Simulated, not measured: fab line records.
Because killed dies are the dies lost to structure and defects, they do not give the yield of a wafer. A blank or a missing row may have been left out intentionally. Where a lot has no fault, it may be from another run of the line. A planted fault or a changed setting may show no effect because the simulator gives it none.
Comparing a struck lot with a sound one + flow n5Finfet + 15 steps out of a route of 1938
Sound: these wafers, L772.3, L772.4, L772.5. Struck: wafer L780.5 (L780.4, L780.6, from the same lot, were not struck and are left out); the cause is given at the end.
Per side, at each step with rows, come the tool, then ch with its chambers, and then its first start. Under that, the readings that differ: sound wafers + struck wafers + difference of the means + sigmas: that difference in standard deviations of wafers without a fault.
alike: same words and numbers on both sides, and readings whose means sit less than 2 such deviations apart. not compared: any withheld reading, any reading some wafer has no value for, any bound like >300 that may hide the same value, and any number with overlapping values for which the record gives no deviation.
The two part at a step that has a row with sigmas, a row that says differs or no value, or rows on one side only. Non-overlapping numbers with no deviation appear without sigmas and do not part them. A reading missing from all wafers of one side parts the sides only when that side holds two or more wafers.

first, 8 steps without rows for these wafers: N5_BEOL_M11_COAT_63 (time 60 s, resist thk 100 nm); N5_BEOL_M11_COAT_64 (time 60 s, resist thk 30 nm); N5_BEOL_M11_COAT_22 (resist thk 90 nm); N5_BEOL_M11_EBR_24; N5_BEOL_M11_SOFTBAKE_23 (time 60 s); N5_BEOL_M11_EXPOSE_25 (exposes mask V10); N5_BEOL_M11_PEB_26 (peb time 60 s); N5_BEOL_M11_DEVELOP_27 (develop time 30 s).
N5_BEOL_M11_CD_MEAS_28 targets a cd of 70 nm.
  sound on cdSem-01 ch 0, day 12 18:32; struck on cdSem-02 ch 0, day 15 07:30
| reading   | sound          | struck | difference | sigmas |
|-----------|----------------|--------|------------|--------|
| cdNm (nm) | 70.0 70.2 70.8 | 67.2   | -3.1       | -3     |
N5_BEOL_M11_OVL_MEAS_29:
  sound on overlay-02 ch 0, day 12 18:34; struck on overlay-02 ch 0, day 15 07:31
  alike: V10_OVL
N5_BEOL_M11_INSPECT_30: inspects for defects (brightfield).
  sound: defectInspect-01 at day 12 18:35; struck: defectInspect-01 at day 15 07:33
  alike: rawDefectCount
N5_BEOL_M11_DESCUM_33: chemistry O2, time 7.9 s.
  sound on rieDiel-02 ch 0,3, day 12 18:57; struck on rieDiel-06 ch 3, day 15 07:52
| reading                      | sound             | struck | difference | sigmas |
|------------------------------|-------------------|--------|------------|--------|
| rfVppV (V)                   | 240.4 244.5 244.9 | 246.5  | +3.2       | +2     |
| showerheadPlenumPTorr (Torr) | 2.03 2.12 2.12    | 2.25   | +0.16      | +2     |
  alike: drypumpMotorCurrentA, oesProductAu, throttleValvePct
  not compared: rfHoursCounterH
N5_BEOL_M11_ETCH_65: etches SiARC in CF4, target depth 39 nm, time 65 s.
  sound on rieDiel-02 ch 0,3, day 12 18:59; struck on rieDiel-06 ch 3, day 15 07:53
| reading             | sound          | struck | difference | sigmas |
|---------------------|----------------|--------|------------|--------|
| etchRfOnTimeS (s)   | 63.1 63.4 63.5 | 44.3   | -19.0      | -14    |
| oesProductAu (a.u.) | 0.71 0.76 0.76 | 1.04   | +0.30      | +4     |
  alike: drypumpMotorCurrentA, rfVppV, showerheadPlenumPTorr, throttleValvePct
  not compared: rfHoursCounterH
N5_BEOL_M11_ETCH_66: etches SOC in N2/H2, target depth 120 nm, overetch 24 nm, time 180 s.
  sound on rieDiel-02 ch 0,3, day 12 19:02; struck on rieDiel-06 ch 3, day 15 07:56
  alike: drypumpMotorCurrentA, oesProductAu, rfVppV, showerheadPlenumPTorr, throttleValvePct
  not compared: rfHoursCounterH
N5_PASSIVATION_PROBE_49:
  sound: prober-01 at day 14 11:49; struck: prober-02 at day 16 23:59
  alike: defectLimitedYield, killed_at_M0_to_M3, killed_at_M4_up, killedAtContacts, killedAtFrontEnd, killedAtOther, killedDies, killedOnRim, killedOpen, killedShort, sort_bin_5_function, sort_bin_6_memory, sort_bin_8_speed, sortNPass, sortYieldPct

WHERE THEY PART
At N5_BEOL_M11_CD_MEAS_28 first; at N5_BEOL_M11_ETCH_65 last (within this record only). Later steps at which nothing parts them and some readings are alike: N5_BEOL_M11_ETCH_66, N5_PASSIVATION_PROBE_49.

WHY: what the simulator had put in
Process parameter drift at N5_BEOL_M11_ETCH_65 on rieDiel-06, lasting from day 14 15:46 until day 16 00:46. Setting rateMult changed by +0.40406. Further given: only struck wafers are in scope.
